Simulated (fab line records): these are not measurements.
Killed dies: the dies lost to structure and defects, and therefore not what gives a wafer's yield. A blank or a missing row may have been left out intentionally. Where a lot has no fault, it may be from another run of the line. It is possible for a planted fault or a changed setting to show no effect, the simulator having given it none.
Matching of chambers ; flow n5Finfet ; N5_MOL_CONTACT_COAG_VIA_ETCH_46 on rieDiel-02 has 4 sister chambers
The step etches SiO2 in C4F6/O2, target depth 46 nm, overetch 9.2 nm, time 40 s. 4 wafers are shown with their chamber, then 7 later ones without.

EACH WAFER AND ITS CHAMBER
wafer;chamber;showerheadPlenumPTorr (Torr)
L079.6;2;2.79
L089.5;3;2.92
L092.1;1;2.99
L092.3;0;3.00

WAFERS WITHOUT THEIR CHAMBER
wafer;showerheadPlenumPTorr (Torr)
L092.5;2.99
L093.3;2.99
L093.5;3.00
L093.6;2.92
L096.1;2.78
L096.2;2.99
L096.3;2.91

THE CHAMBER EACH PASSED THROUGH
wafer;from the rows above;in truth
L092.5;can't be placed: 1 or 0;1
L093.3;can't be placed: 1 or 0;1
L093.5;can't be placed: 0 or 1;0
L093.6;3;3
L096.1;2;2
L096.2;can't be placed: 1 or 0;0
L096.3;3;3
3 of 7 placed correctly. Can't be placed from these rows: 4 (the true chamber is among the candidates in 4). Placed wrongly: 0.
How it was worked out, from the rows above alone: a wafer's distance from a chamber is the root of the sum, over the readings, of the square of ((its reading less the chamber's mean) divided by the reading's scatter). The wafer belongs to the nearest chamber; if the next one is less than 2 further off, it can't be placed. A chamber's mean is the mean of its shown wafers. The scatter (one wafer shown for each chamber): square how far every hidden wafer sits from the nearest shown wafer, average those squares and take the square root.
